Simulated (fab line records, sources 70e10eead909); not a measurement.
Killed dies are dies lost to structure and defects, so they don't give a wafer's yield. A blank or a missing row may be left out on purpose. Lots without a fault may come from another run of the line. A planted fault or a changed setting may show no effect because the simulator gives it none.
Chamber matching | flow nand_harc | NHARC_A_STAIRCASE_CMP_152 on cmp-02: 4 sister chambers
The step polishes. 4 wafers are shown with their chamber, then 8 later ones without.

WAFERS WITH THEIR CHAMBER
wafer  | chamber | motor_current_A (A)
L089.6 | 1       | 11.8
L090.5 | 0       | 12.0
L090.6 | 3       | 9.8
L094.2 | 2       | 11.6

WAFERS WITHOUT THEIR CHAMBER
wafer  | motor_current_A (A)
L094.3 | 10.0
L094.5 | 11.8
L096.4 | 10.3
L096.5 | 12.1
L096.6 | 11.2
L095.1 | 12.2
L095.2 | 10.1
L095.4 | 10.8

WHICH CHAMBER EACH WENT THROUGH
wafer  | from the rows above               | in truth
L094.3 | 3                                 | 3
L094.5 | can't be placed: 1 or 0 or 2      | 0
L096.4 | 3                                 | 3
L096.5 | can't be placed: 0 or 1 or 2      | 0
L096.6 | can't be placed: 2 or 1 or 0      | 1
L095.1 | can't be placed: 0 or 1 or 2      | 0
L095.2 | 3                                 | 3
L095.4 | can't be placed: 2 or 1 or 3 or 0 | 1
Placed correctly: 3 of 8. Can't be placed from these rows: 5 (the true chamber is among the candidates in 5). Placed wrongly: 0.
How it was worked out, from the rows above alone: a wafer's distance from a chamber is the root of the sum, over the readings, of the square of ((its reading less the chamber's mean) divided by the reading's scatter). The wafer belongs to the nearest chamber; if the next one is less than 2 further off, it can't be placed. A chamber's mean is the mean of its shown wafers. The scatter: with one shown wafer a chamber, the root of the mean of the squares of how far each hidden wafer lies from its nearest shown one.
